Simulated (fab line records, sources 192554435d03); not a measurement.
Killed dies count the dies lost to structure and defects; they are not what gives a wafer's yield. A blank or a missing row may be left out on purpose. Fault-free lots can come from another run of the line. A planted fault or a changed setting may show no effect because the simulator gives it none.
Which tool was responsible? ; flow n5_finfet ; 24 lots, 72 wafers sampled, at 4 steps of a route of 1938

WHAT THE GAUGES READ, wafer by wafer
N5_BEOL_M0_SAQP_THK_MEAS_05. Usual: thk_nm 59.9 nm, standard deviation 0.93.
lot;measured;on;thk_nm (nm);flag
L074;day 5 16:37;film_metro-01;60.0 61.0 60.1;
L075;day 5 20:21;film_metro-01;59.9 60.1 60.9;
L076;day 6 06:47;film_metro-02;61.8 61.5 62.3;
L077;day 6 11:36;film_metro-01;60.3 59.9 60.7;
L078;day 6 19:35;film_metro-02;59.9 60.0 61.1;
L079;day 6 22:14;film_metro-01;60.0 60.3 60.5;
L080;day 7 10:45;film_metro-02;59.8 60.1 60.1;
L081;day 7 13:22;film_metro-01;60.0 60.5 60.6;
L082;day 7 17:25;film_metro-02;58.0 59.5 59.5;
L084;day 7 23:30;film_metro-01;58.5 59.6 59.3;
L083;day 8 02:38;film_metro-01;57.8 58.9 59.0;
L085;day 8 07:54;film_metro-01;58.7 58.6 60.3;
L086;day 8 15:12;film_metro-01;60.7 60.5 61.0;
L087;day 8 18:12;film_metro-01;59.8 60.4 61.1;
L088;day 9 02:13;film_metro-02;58.3 59.9 58.7;
L089;day 9 05:25;film_metro-02;59.4 59.4 60.4;
L090;day 9 10:24;film_metro-02;59.5 58.9 59.5;
L091;day 9 12:56;film_metro-02;58.8 59.9 60.3;
L092;day 9 22:59;film_metro-02;60.1 59.8 60.8;
L093;day 10 03:55;film_metro-02;59.1 60.4 60.6;
L094;day 10 16:01;film_metro-02;58.6 60.1 60.6;
L095;day 11 12:38;film_metro-01;57.6 60.0 59.7;
L096;day 11 17:34;film_metro-01;59.2 59.6 60.9;
L097;day 12 05:10;film_metro-02;60.1 61.5 61.4;

N5_BEOL_M0_SAQP_CD_MEAS_14: the cd target is 42.5 nm. Usual: cd_nm 42.3 nm, standard deviation 0.4.
lot;measured;on;cd_nm (nm);flag
L074;day 5 17:05;cd_sem-03;43.0 42.6 42.6;
L075;day 5 20:43;cd_sem-01;42.2 42.0 42.2;
L076;day 6 07:09;cd_sem-01;42.4 41.9 42.0;
L077;day 6 11:58;cd_sem-03;42.0 42.5 42.5;
L078;day 6 20:04;cd_sem-01;42.9 42.1 42.1;
L079;day 6 22:36;cd_sem-01;41.8 42.0 42.0;
L080;day 7 11:14;cd_sem-03;42.0 41.7 41.9;
L081;day 7 13:51;cd_sem-01;41.8 42.3 42.4;
L082;day 7 17:55;cd_sem-02;42.3 41.9 42.3;
L084;day 7 23:59;cd_sem-03;42.2 41.8 43.0;
L083;day 8 03:09;cd_sem-01;41.6 42.2 42.0;
L085;day 8 08:23;cd_sem-02;42.6 42.0 42.8;
L086;day 8 15:41;cd_sem-02;41.6 42.4 42.1;
L087;day 8 18:42;cd_sem-02;42.5 42.3 42.1;
L088;day 9 02:35;cd_sem-03;42.8 43.4 42.5;
L089;day 9 05:53;cd_sem-01;42.2 42.5 41.5;
L090;day 9 10:46;cd_sem-01;42.6 42.6 42.0;
L091;day 9 13:25;cd_sem-02;42.1 42.4 42.4;
L092;day 9 23:30;cd_sem-02;42.6 42.6 42.1;
L093;day 10 04:25;cd_sem-03;41.9 42.9 42.4;
L094;day 10 16:24;cd_sem-01;41.8 42.4 42.1;
L095;day 11 13:07;cd_sem-01;42.1 42.5 42.5;
L096;day 11 18:02;cd_sem-02;43.1 42.9 43.4;
L097;day 12 05:38;cd_sem-01;42.7 43.2 42.2;

EACH LOT AND THE TOOL THAT RAN IT (in order: tool; ch and the chambers of the sampled wafers; start)
lot;N5_MOL_CONTACT_COAG_CVD_140;N5_BEOL_M0_SAQP_PECVD_97
L074;cvd_w-01 ch 0,1, day 5 10:46;pecvd-04 ch 1,2, day 5 16:25
L075;cvd_w-02 ch 0,1, day 5 14:55;pecvd-04 ch 0,1,2, day 5 20:13
L076;cvd_w-02 ch 1, day 6 01:57;pecvd-02 ch 0,1,2, day 6 06:40
L077;cvd_w-02 ch 0,1, day 6 06:34;pecvd-04 ch 0,1, day 6 11:28
L078;cvd_w-02 ch 0,1, day 6 14:49;pecvd-04 ch 1,2, day 6 19:27
L079;cvd_w-01 ch 0,1, day 6 14:54;pecvd-02 ch 0,1,2, day 6 22:07
L080;cvd_w-01 ch 0,1, day 7 06:02;pecvd-04 ch 0,1,2, day 7 10:38
L081;cvd_w-02 ch 1, day 7 06:19;pecvd-02 ch 0,2, day 7 13:14
L082;cvd_w-01 ch 0, day 7 11:35;pecvd-03 ch 2, day 7 17:14
L084;cvd_w-02 ch 0,1, day 7 18:10;pecvd-03 ch 1,2, day 7 23:19
L083;cvd_w-01 ch 0,1, day 7 19:17;pecvd-03 ch 1,2, day 8 02:27
L085;cvd_w-01 ch 0,1, day 8 02:41;pecvd-04 ch 1,2, day 8 07:46
L086;cvd_w-02 ch 0, day 8 09:52;pecvd-02 ch 0,2, day 8 15:04
L087;cvd_w-01 ch 1, day 8 10:59;pecvd-03 ch 0,1,2, day 8 18:04
L088;cvd_w-01 ch 0,1, day 8 21:41;pecvd-03 ch 0,1,2, day 9 02:05
L089;cvd_w-01 ch 0,1, day 9 01:00;pecvd-04 ch 0,1,2, day 9 05:17
L090;cvd_w-01 ch 0,1, day 9 03:53;pecvd-02 ch 0,1, day 9 10:16
L091;cvd_w-02 ch 0, day 9 08:30;pecvd-04 ch 1,2, day 9 12:49
L092;cvd_w-02 ch 0,1, day 9 17:21;pecvd-03 ch 0,2, day 9 22:52
L093;cvd_w-01 ch 0,1, day 9 22:47;pecvd-02 ch 0,1, day 10 03:44
L094;cvd_w-01 ch 0, day 10 09:26;pecvd-02 ch 0,1, day 10 15:53
L095;cvd_w-02 ch 0,1, day 11 07:06;pecvd-03 ch 1,2, day 11 12:29
L096;cvd_w-01 ch 0,1, day 11 10:49;pecvd-02 ch 1,2, day 11 17:25
L097;cvd_w-01 ch 0,1, day 12 00:23;pecvd-02 ch 0,1, day 12 05:01
- N5_MOL_CONTACT_COAG_CVD_140: deposits W, target thk 66.5 nm, time 215 s.
- N5_BEOL_M0_SAQP_PECVD_97: deposits SiNx from SiH4/NH3/N2, target thk 23 nm, time 19.9 s.

WHAT THE TOOLS THEMSELVES READ (means of the sampled wafers that have a number; where no wafer has one, the mark that the record gives instead)
N5_MOL_CONTACT_COAG_CVD_140. Usual: heater_power_w 436 W, standard deviation 28.
lot;tool;heater_power_w (W);flag
L074;cvd_w-01;452;
L075;cvd_w-02;408;
L076;cvd_w-02;402;
L077;cvd_w-02;410;
L078;cvd_w-02;408;
L079;cvd_w-01;452;
L080;cvd_w-01;452;
L081;cvd_w-02;408;
L082;cvd_w-01;473;
L084;cvd_w-02;410;
L083;cvd_w-01;453;
L085;cvd_w-01;459;
L086;cvd_w-02;407;
L087;cvd_w-01;444;
L088;cvd_w-01;464;
L089;cvd_w-01;463;
L090;cvd_w-01;459;
L091;cvd_w-02;407;
L092;cvd_w-02;406;
L093;cvd_w-01;466;
L094;cvd_w-01;471;
L095;cvd_w-02;403;
L096;cvd_w-01;451;
L097;cvd_w-01;451;

N5_BEOL_M0_SAQP_PECVD_97. Usual: heater_power_w 561 W, standard deviation 60; showerhead_plenum_p_Torr 5.13 Torr, standard deviation 0.072; throttle_valve_pct 40.5 %, standard deviation 2.
lot;tool;heater_power_w (W);showerhead_plenum_p_Torr (Torr);throttle_valve_pct (%);flag
L074;pecvd-04;543;5.17;38.2;
L075;pecvd-04;525;5.12;39.5;
L076;pecvd-02;537;5.15;41.4;
L077;pecvd-04;443;5.07;41.3;
L078;pecvd-04;588;5.17;38.3;
L079;pecvd-02;607;5.14;41.4;
L080;pecvd-04;498;5.13;39.6;
L081;pecvd-02;603;5.21;41.5;
L082;pecvd-03;617;5.09;37.7;
L084;pecvd-03;558;5.13;41.5;
L083;pecvd-03;539;5.13;41.7;
L085;pecvd-04;610;5.18;39.2;
L086;pecvd-02;611;5.22;41.7;
L087;pecvd-03;534;5.10;40.5;
L088;pecvd-03;537;5.10;40.7;
L089;pecvd-04;555;5.12;39.7;
L090;pecvd-02;580;5.08;41.3;
L091;pecvd-04;570;5.18;39.1;
L092;pecvd-03;562;5.08;40.0;
L093;pecvd-02;570;5.08;41.4;
L094;pecvd-02;589;5.08;41.5;
L095;pecvd-03;607;5.11;39.8;
L096;pecvd-02;594;5.19;39.2;
L097;pecvd-02;578;5.09;41.4;

THE ANSWER, worked out from the rows above alone
Rule: take the mean of a lot's wafers that have a number; if it is more than 3 standard deviations from the usual mean, the lot is off. Also off: a lot with no number at a reading for which 4 or more lots have one. Where the step has rows for the other lots, those lots are counted as sound. Order of review: gauges by route order, followed by the tools' own readings, for which a lot's mean as printed above is used. The first step at which some lot is off is used, and at that step the reading that is off furthest; a lot without a number counts as furthest.
Nothing can be told from this: no lot is off at any reading shown.

WHAT WAS PUT IN BY THE SIMULATOR
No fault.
